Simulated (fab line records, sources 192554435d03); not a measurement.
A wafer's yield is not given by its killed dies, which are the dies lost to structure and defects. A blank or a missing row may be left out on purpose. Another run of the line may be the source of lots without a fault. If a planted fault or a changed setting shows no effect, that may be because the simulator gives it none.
fab line records	flow n5_finfet
record: lots: 5	wafers: 15	last_day: 18
route steps=1938 shown SD_ACTIVATION@330 ILD0@335 SDB@347 MOL_CONTACT_COAG@558 PASSIVATION@1936
lots untouched by any fault: they come from a run of this same line in which no faults occurred
start_h: hours from the record's first day to the start of the lot's first wafer shown	wait_h: hours elapsed since this lot's preceding step	" as in the row above	L1.1+2: one row covering several wafers at once	- no value, or no start was given	* or withheld: withheld	< > ~ a bound
route shown NAME@n: names a module that has steps shown in the file, with the first one's number in the route	usual: mean and standard deviation over wafers with no fault	same: alike in all rows	chamber/n: place in a boat	sites: the reading at each site	_std_site: their standard deviation	_edge_site: inner sites' mean taken away from outer sites' mean	radius_mm: how far each site lies from the wafer's centre	mask NAME#n: copy n	behind: the most recent tool/chamber to have shaped the wafer	hold: cause of the lot's hold/its duration in hours/its outcome	device: names the non-switching transistor (n, p or np)	end of line: tests run on the same wafers once the route is complete	step lacking rows: just its recipe	killed: dies lost to structure and defects at the first sort, not the wafer's yield	map: shows each die of a wafer: x if killed, . if not, _ if none is there
set.NAME: the setting as run; set.NAME@STEP: as run at that earlier step	model.NAME: the simulator's own value behind a step, which no gauge read
lots at some steps of the route; a table a step, a row a wafer
services: the hour from which a tool's chamber was out of use, counted from the record's first day as start_h (under 0 if before that day), plus the number of hours and why
== steps ==
step: N5_SD_ACTIVATION_RTA_00
recipe: temp_c: 975	time_s: 0	ambient: N2	idle_temp_c: 600	ramp_up_c_per_s: 150	ramp_down_c_per_s: 60	cool_to_c: 600
step: N5_SD_ACTIVATION_LSA_01
recipe: temp_c: 1080	time_s: 0.0008	ambient: N2
step: N5_ILD0_LINER_00
recipe: material: SiNx	target_thk_a: 40	temp_c: 400	ald_precursor_family: SiH2I2	ald_co_reactant: N2/H2-plasma	pulse_time_s: 1	purge_time_s: 2	co_reactant_purge_time_s: 2	ald_cycles: 80	pressure_torr: 2
step: N5_ILD0_FCVD_FILL_01
recipe: material: SiO2_flowable	target_thk_a: 2000	temp_c: 100	pressure_torr: 0.8	rf_w: 2000	time_s: 328.3
step: N5_ILD0_CURE_02
recipe: temp_c: 450	time_s: 1800	ambient: steam	idle_temp_c: 400	ramp_up_c_per_min: 5	ramp_down_c_per_min: 3	densification_p_h2o_torr: 640
step: N5_ILD0_CMP_03
recipe: stop_on: SiNx	t_overpolish_s: 1.9	post_cmp_clean: alkaline_brush	down_force_psi: 4.1491	platen_rpm: 51.796	pad_velocity_m_s: 1.0306	target_thk_nm: 197.38
step: N5_ILD0_CMP_07
recipe: stop_on: poly-Si	material: SiO2_flowable	t_overpolish_s: 1.18	post_cmp_clean: alkaline_brush	down_force_psi: 4.1491	platen_rpm: 51.796	pad_velocity_m_s: 1.0306	target_thk_nm: 138.88
step: N5_ILD0_PRECLEAN_10
recipe: chemistry: NF3:NH3	afs_cycles: 5	time_s: 20	temp_c: 30	sublimation_temp_c: 180	sublimation_time_s: 60	pressure_torr: 3	rf_power_w: 30
usual: time_s: 20/0
lot.wafer	tool	chamber	start_h	wait_h	time_s	model.SiO2_flowable_of_ILD0_FCVD_FILL_01.thk_nm
L548.2	remote_plasma-02	0	62.61	0.1	20	119.8
L548.3	"	0	"	"	20	118.4
L548.5	"	0	"	"	20	120.4
L550.1	remote_plasma-01	0	76.86	0.0	20	119.6
L550.4	"	0	"	"	20	120.4
L550.6	"	0	"	"	20	120.6
L567.1	remote_plasma-02	1	178.99	0.0	20	120.2
L567.5	"	1	"	"	20	120
L567.6	"	1	"	"	23.833	118.6
L568.1	remote_plasma-02	1	182.42	0.0	20	121.2
L568.3	"	1	"	"	20	121
L568.6	"	1	"	"	23.833	117.8
L569.2	remote_plasma-02	1	189.98	0.1	20	120.6
L569.4	"	1	"	"	23.833	118
L569.5	"	1	"	"	20	120.6
step: N5_ILD0_ALD_15
recipe: material: SiNx	target_thk_a: 240	temp_c: 400	ald_precursor_family: SiH2I2	ald_co_reactant: N2/H2-plasma	pulse_time_s: 1	ald_cycles: 480	purge_time_s: 2	co_reactant_purge_time_s: 2	pressure_torr: 2
step: N5_ILD0_CMP_12
recipe: stop_on: poly-Si	material: SiNx	t_overpolish_s: 6	post_cmp_clean: alkaline_brush	down_force_psi: 2.5	platen_rpm: 51.8	pad_velocity_m_s: 1.0307	target_thk_nm: 17.67
step: N5_SDB_HM_DEP_00
recipe: material: SiNx	target_thk_a: 400	temp_c: 400	precursor: SiH4/NH3/N2	pressure_torr: 1.5	rf_w: 300	time_s: 35.3
step: N5_SDB_COAT_03
recipe: resist: SOC	temp_c: 250	time_s: 60	spin_rpm: 1500	resist_thk_nm: 100
step: N5_SDB_COAT_04
recipe: resist: SiARC	temp_c: 220	time_s: 60	spin_rpm: 1500	resist_thk_nm: 18
step: N5_SDB_COAT_05
recipe: resist: CAR-ArF	spin_rpm: 1500	resist_thk_nm: 90
step: N5_SDB_EBR_07
recipe: solvent: PGMEA	ebr_width_mm: 1.5
step: N5_SDB_SOFTBAKE_06
recipe: temp_c: 110	time_s: 60	resist: CAR-ArF
step: N5_SDB_EXPOSE_08
recipe: mask_id: SDB	na: 1.35	source_shape: conventional	sigma_outer: 0.5	polarization: unpolarized	dose_mj: 49.6
step: N5_SDB_PEB_09
recipe: peb_temp_c: withheld	peb_time_s: 60	resist: CAR-ArF
step: N5_SDB_DEVELOP_10
recipe: develop_time_s: 30	developer: TMAH	resist: CAR-ArF	rinse_liquid: diw	dry: air_spin	dev_temp_c: 23
step: N5_SDB_DESCUM_16
recipe: chemistry: O2	time_s: 7.9	source_power_w: 50	bias_power_w: 20	pressure_mtorr: 20	rf_frequency_hz: 2.712e+07	temp_c: 40	resist: CAR-ArF	o2_flow_sccm: 225
step: N5_SDB_ETCH_17
recipe: chemistry: CF4	target: SiARC	target_depth_a: 234	mask_material: CAR-ArF	time_s: 39	ion_energy_ev: 80	pressure_mtorr: 40	source_w: 545	bias_w: 36	Ar_flow_sccm: 100	cf4_flow_sccm: 100	ends: cleared
step: N5_SDB_ETCH_18
recipe: chemistry: N2/H2	target: SOC	target_depth_a: 1000	overetch_a: 200	mask_material: SiARC	temp_c: 40	time_s: 150	ion_energy_ev: 200	pressure_mtorr: 30	source_w: 840	bias_w: 150	n2_flow_sccm: 200	h2_flow_sccm: 200
step: N5_SDB_STRIP_19
recipe: chemistry: N2/H2	temp_c: 40	n2_flow_sccm: 200	h2_flow_sccm: 200	rf_frequency_hz: 6e+07
step: N5_SDB_STRIP_21
recipe: chemistry: CF4	resist: SiARC	power_w: 300	bias_power_w: 75	pressure_mtorr: 50	cf4_flow_sccm: 150	rf_frequency_hz: 6e+07
step: N5_SDB_HM_OPEN_20
recipe: chemistry: CH3F/O2	target: SiNx	mask_material: SOC	target_depth_a: 240	stop_on: poly-Si	over_etch_frac: 0.4	ion_energy_ev: 120	pressure_mtorr: 30	source_w: 395	bias_w: 73	Ar_flow_sccm: 150	CH3F_flow_sccm: 30	O2_flow_sccm: 20
step: N5_SDB_STRIP_22
recipe: chemistry: N2/H2	power_w: 1000	temp_c: 250	h2_frac: 0.65	overash_fraction: 0.3	pressure_mtorr: withheld	n2_flow_sccm: 1750	h2_flow_sccm: 3250
step: N5_SDB_PRECLEAN_23
recipe: chemistry: dHF	time_s: 30	temp_c: 25	dilution: withheld
step: N5_SDB_DUMMY_REMOVE_24
recipe: chemistry: TMAH	temp_c: 70	target: poly-Si	stop_on: SiO2	target_depth_nm: 142	conc_wt_pct: 5	time_s: 57	dry: ipa_marangoni	rinse_time_s: 30	rinse_temp_c: 23
step: N5_SDB_ETCH_25
recipe: chemistry: C4F6/O2	target: SiO2	target_depth_a: 100	time_s: 3.3	ion_energy_ev: 250	mask_material: SiNx	pressure_mtorr: 30	source_w: 345	bias_w: 185	Ar_flow_sccm: 300	C4F6_flow_sccm: 10	O2_flow_sccm: 10
step: N5_SDB_CUT_ETCH_26
recipe: chemistry: HBr/Cl2/O2	target: Si	target_depth_a: 1296	bt_time_s: 20	mask_material: SiNx	time_s: 51.8	ion_energy_ev: *	bias_w: *	pressure_mtorr: 10	icp_w: 800	HBr_flow_sccm: 150	Cl2_flow_sccm: 80	O2_flow_sccm: 12
step: N5_SDB_PRECLEAN_38
recipe: chemistry: dHF	time_s: 10	dilution: 750:1	temp_c: 25
step: N5_SDB_PRECLEAN_39
recipe: chemistry: O3/DIW	time_s: 45	temp_c: 22	o3_ppm: 10
step: N5_MOL_CONTACT_COAG_WET_ETCH_116
recipe: chemistry: SC1-inhibited	target_depth_nm: 4.6	dry: ipa_marangoni	rinse_time_s: 30	rinse_temp_c: 23
lot.wafer	tool	chamber	start_h	wait_h	model.SiO2_flowable_of_ILD0_FCVD_FILL_01.thk_nm
L548.2	wet_bench-06	2	93.68	0.0	111.6
L548.3	"	3	"	"	110.4
L548.5	"	4	"	"	112.2
L550.1	wet_bench-03	1	109.62	0.0	111.4
L550.4	"	7	"	"	112.2
L550.6	"	3	"	"	112.4
L567.1	wet_bench-03	3	210.61	0.0	112
L567.5	"	5	"	"	111.8
L567.6	"	7	"	"	110.6
L568.1	wet_bench-04	5	213.04	0.0	113
L568.3	"	0	"	"	112.8
L568.6	"	7	"	"	109.8
L569.2+5	wet_bench-04	0,2	222.86	0.0	112.4
L569.4	"	3	"	"	110
step: N5_PASSIVATION_PROBE_49
usual: killed_at_M0_to_M3: 36/11	killed_at_M4_up: 14/5.6	killed_at_contacts: 11/5.6	killed_at_front_end: 40/12	killed_at_other: 4/3.2	killed_dies: 105/17	killed_open: 69/12	killed_short: 34/8.4
same: gross_dies: 1180	killed_at_back_side: 0
lot.wafer	tool	chamber	start_h	wait_h	killed_at_M0_to_M3	killed_at_M4_up	killed_at_contacts	killed_at_front_end	killed_at_other	killed_dies	killed_open	killed_short
L550.1	prober-02	-	324.41	0.0	21	19	12	39	8	99	57	40
L550.4	prober-02	-	324.56	0.2	35	12	24	12	9	92	64	25
L550.6	prober-02	-	324.66	0.3	24	8	10	25	6	73	42	29
L567.1	prober-02	-	413.11	0.0	53	7	20	36	9	125	77	48
L567.5	prober-02	-	413.31	0.2	27	14	10	46	0	97	65	28
L567.6	prober-02	-	413.36	0.3	39	14	12	37	1	103	68	35
L568.1	prober-01	-	426.47	0.0	23	11	13	37	3	87	55	28
L568.3	prober-01	-	426.57	0.1	33	9	7	31	3	83	52	30
L568.6	prober-01	-	426.72	0.3	36	9	15	26	1	87	69	17
killed by level:class
L550.1 MOL_CONTACT_COAG:geometric_particle:open=9 FIN_SAQP:geometric_particle:short=8 STI_FIN_REVEAL:geometric_particle:open=5 DUMMY_GATE:geometric_particle:open=5 BEOL_M1:geometric_particle:open=4 BEOL_M2:geometric_particle:open=4 BEOL_M4:geometric_particle:open=4 BEOL_M5:geometric_particle:open=4
L550.4 MOL_CONTACT_COAG:geometric_particle:open=20 BEOL_M0_SAQP:geometric_particle:open=11 BEOL_M2:geometric_particle:open=7 BEOL_M1:geometric_particle:open=6 STI_FIN_REVEAL:geometric_particle:open=4 MOL_CONTACT_COAG:geometric_particle:short=4 BEOL_M3:geometric_particle:open=4 BEOL_M4:geometric_particle:open=4
L550.6 MOL_CONTACT_COAG:geometric_particle:open=9 BEOL_M2:geometric_particle:open=9 BEOL_M0_SAQP:geometric_particle:short=8 GATE_CUT:geometric_particle:short=6 FIN_SAQP:geometric_particle:short=4 DUMMY_GATE:geometric_particle:open=3 BEOL_M0_SAQP:geometric_particle:open=3 BEOL_M4:geometric_particle:open=3
L567.1 MOL_CONTACT_COAG:geometric_particle:open=13 BEOL_M0_SAQP:geometric_particle:short=12 BEOL_M2:geometric_particle:open=10 FIN_SAQP:geometric_particle:open=9 BEOL_M1:geometric_particle:open=8 DUMMY_GATE:geometric_particle:open=7 MOL_CONTACT_COAG:geometric_particle:short=7 BEOL_M3:geometric_particle:short=6
L567.5 FIN_SAQP:geometric_particle:open=13 MOL_CONTACT_COAG:geometric_particle:open=10 FIN_SAQP:geometric_particle:short=7 BEOL_M0_SAQP:geometric_particle:open=7 BEOL_M1:geometric_particle:open=6 BEOL_M2:geometric_particle:open=6 BEOL_M0_SAQP:geometric_particle:short=5 DUMMY_GATE:geometric_particle:open=4
L567.6 BEOL_M1:geometric_particle:open=15 FIN_SAQP:geometric_particle:open=10 MOL_CONTACT_COAG:geometric_particle:open=7 BEOL_M2:geometric_particle:open=7 DUMMY_GATE:geometric_particle:open=6 STI_FIN_REVEAL:geometric_particle:open=5 MOL_CONTACT_COAG:geometric_particle:short=5 BEOL_M5:geometric_particle:open=5
L568.1 FIN_SAQP:geometric_particle:short=11 MOL_CONTACT_COAG:geometric_particle:open=11 FIN_SAQP:geometric_particle:open=10 BEOL_M2:geometric_particle:open=6 BEOL_M2:geometric_particle:short=4 BEOL_M3:geometric_particle:open=4 BEOL_M4:geometric_particle:open=4 DUMMY_GATE:geometric_particle:open=3
L568.3 FIN_SAQP:geometric_particle:short=6 MOL_CONTACT_COAG:geometric_particle:open=6 STARTING-WAFER:geometric_particle:short=6 BEOL_M3:geometric_particle:open=6 BEOL_M0_SAQP:geometric_particle:short=5 BEOL_M1:geometric_particle:open=5 BEOL_M2:geometric_particle:open=5 BEOL_M0:geometric_particle:open=4
L568.6 MOL_CONTACT_COAG:geometric_particle:open=14 BEOL_M0:geometric_particle:open=10 BEOL_M1:geometric_particle:open=7 BEOL_M2:geometric_particle:open=7 BEOL_M0_SAQP:geometric_particle:open=6 FIN_SAQP:geometric_particle:open=5 GATE_CUT:geometric_particle:short=5 BEOL_M0_SAQP:geometric_particle:short=5
== services ==
tool	chamber	start_h	hours	kind
wet_bench-06	-	115.37	2.7	repair
remote_plasma-01	-	142.95	1.3	repair
remote_plasma-02	-	193.30	0.3	repair
wet_bench-04	-	218.60	2.1	repair
wet_bench-03	-	218.99	4.4	pm
== key ==
first_sign: step: N5_ILD0_PRECLEAN_10	reading: time_s	direction: up	sigmas: 99+	usual: *	struck: *
effect none on later readings
model_effect: step: N5_ILD0_PRECLEAN_10	value: SiO2_flowable_of_ILD0_FCVD_FILL_01.thk_nm	without: 120.9	struck: 118.1
model_effect: step: N5_MOL_CONTACT_COAG_WET_ETCH_116	value: SiO2_flowable_of_ILD0_FCVD_FILL_01.thk_nm	without: 112.7	struck: 110.1
met_at N5_ILD0_PRECLEAN_10
struck_wafers L567.6,L568.6,L569.4
tester_left_out L567,L568,L569
onset_between 62.61 178.99
fault: kind: process_parameter_drift	tool: remote_plasma-02	chamber: -	onset_h: 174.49	steps: N5_ILD0_PRECLEAN_10	channel: time_s	offset: *	shape: step	end_h: 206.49	scope: struck_wafers_only	acts_in: *	stated: *
tester_left_out: of these lots the tester's yield and bins aren't shown, on N5 and GAA mostly nor the transistor test; their killed dies are dies lost to structure and defects alone, not to doping, threshold or leakage, so they don't give the yield
